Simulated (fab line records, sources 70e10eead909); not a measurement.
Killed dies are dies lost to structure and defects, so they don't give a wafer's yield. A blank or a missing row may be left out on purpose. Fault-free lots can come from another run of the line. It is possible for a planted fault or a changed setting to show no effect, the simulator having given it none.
2 desks looking at one fault || flow nand harc || every desk sees just its own numbers, and what lay behind them comes last

## DESK OF THE TOOL OWNER: rie si-04
The tool's own readings at NHARC_P_ZERO_WELL_ETCH_63 (etches the open film in HBr/Cl2, target depth 120 nm, time 40.1 s): means of the sampled wafers that have a number, for each lot that ran on this tool. A lot is out of limits, marked OUT, if its mean lies more than 4 standard deviations from the usual mean; the brackets give that distance.
Columns: A = chamber pressure mTorr at NHARC_P_ZERO_WELL_ETCH_63, usual 15.001 mTorr; B = drypump motor current A at NHARC_P_ZERO_WELL_ETCH_63, usual 5.9 A; C = oes product au at NHARC_P_ZERO_WELL_ETCH_63, usual 1.000 a.u.; D = throttle valve pct at NHARC_P_ZERO_WELL_ETCH_63, usual 26.406 %
{"lot": "L790", "first seen here": "day 2 17:39", "A": 14.997, "B": 5.7, "C": 1.010, "D": 26.406}
{"lot": "L796", "first seen here": "day 5 05:33", "A": 15.012, "B": 6.1, "C": "0.832 (-20) OUT", "D": 26.403}
{"lot": "L798", "first seen here": "day 6 01:40", "A": 14.993, "B": 6.2, "C": "0.840 (-19) OUT", "D": 26.398}
{"lot": "L807", "first seen here": "day 9 19:40", "A": 14.995, "B": 6.1, "C": 0.997, "D": 26.401}
{"lot": "L810", "first seen here": "day 11 01:40", "A": 14.999, "B": 6.4, "C": 0.994, "D": 26.403}
{"lot": "L811", "first seen here": "day 11 11:58", "A": 15.009, "B": 6.1, "C": 1.000, "D": 26.405}
This desk's finding: out of limits on L796, L798; first on L796, day 5 05:33 (oes product au at NHARC_P_ZERO_WELL_ETCH_63). Within limits: L790, L807, L810, L811.

## FROM THE METROLOGY DESK
What the gauges read for every lot (on any tool): the sampled wafers with a number, averaged. A lot is out of limits, marked OUT, if its mean lies more than 4 standard deviations from the usual mean; the brackets give that distance.
Columns: A = cd nm at NHARC_P_ZERO_WELL_CD_MEAS_52, usual 2000.1 nm; B = cd nm at NHARC_P_STI_CD_MEAS_09, usual 199.9 nm
{"lot": "L788", "first seen here": "day 2 01:46", "A": 1999.5, "B": 203.1}
{"lot": "L790", "first seen here": "day 2 21:37", "A": 1999.9, "B": 200.4}
{"lot": "L795", "first seen here": "day 4 23:55", "A": 1999.9, "B": 201.3}
{"lot": "L796", "first seen here": "day 5 09:31", "A": 2000.5, "B": 199.4}
{"lot": "L797", "first seen here": "day 5 19:31", "A": 2001.2, "B": 197.4}
{"lot": "L798", "first seen here": "day 6 05:35", "A": 2002.1, "B": 197.4}
{"lot": "L803", "first seen here": "day 8 08:16", "A": 1998.8, "B": 199.7}
{"lot": "L805", "first seen here": "day 9 03:45", "A": 1998.8, "B": 198.5}
{"lot": "L807", "first seen here": "day 9 23:53", "A": 1999.3, "B": 201.3}
{"lot": "L809", "first seen here": "day 10 20:09", "A": 1999.3, "B": 199.8}
{"lot": "L810", "first seen here": "day 11 05:52", "A": 1999.6, "B": 200.5}
{"lot": "L811", "first seen here": "day 11 16:04", "A": 1999.6, "B": 200.9}
This desk's verdict: no lot among the 12 shows anything out of limits.

## BROUGHT TOGETHER
At day 5 05:33, on L796, L798, the tool owner's desk was in a position to raise an alarm.
The metrology desk saw nothing out of limits.
The metrology desk has L796, L798 on record, within its limits.
All the named lots went through NHARC_P_ZERO_WELL_ETCH_63 on rie si-04.

## WHAT THE SIMULATOR HAD INSERTED
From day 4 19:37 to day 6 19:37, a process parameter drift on rie si-04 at NHARC_P_ZERO_WELL_ETCH_63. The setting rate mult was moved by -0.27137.
Shown lots that were struck: L796, L798.
Time in hours from fault onset to the first out-of-limits reading at each desk: the tool owner's desk, 10.
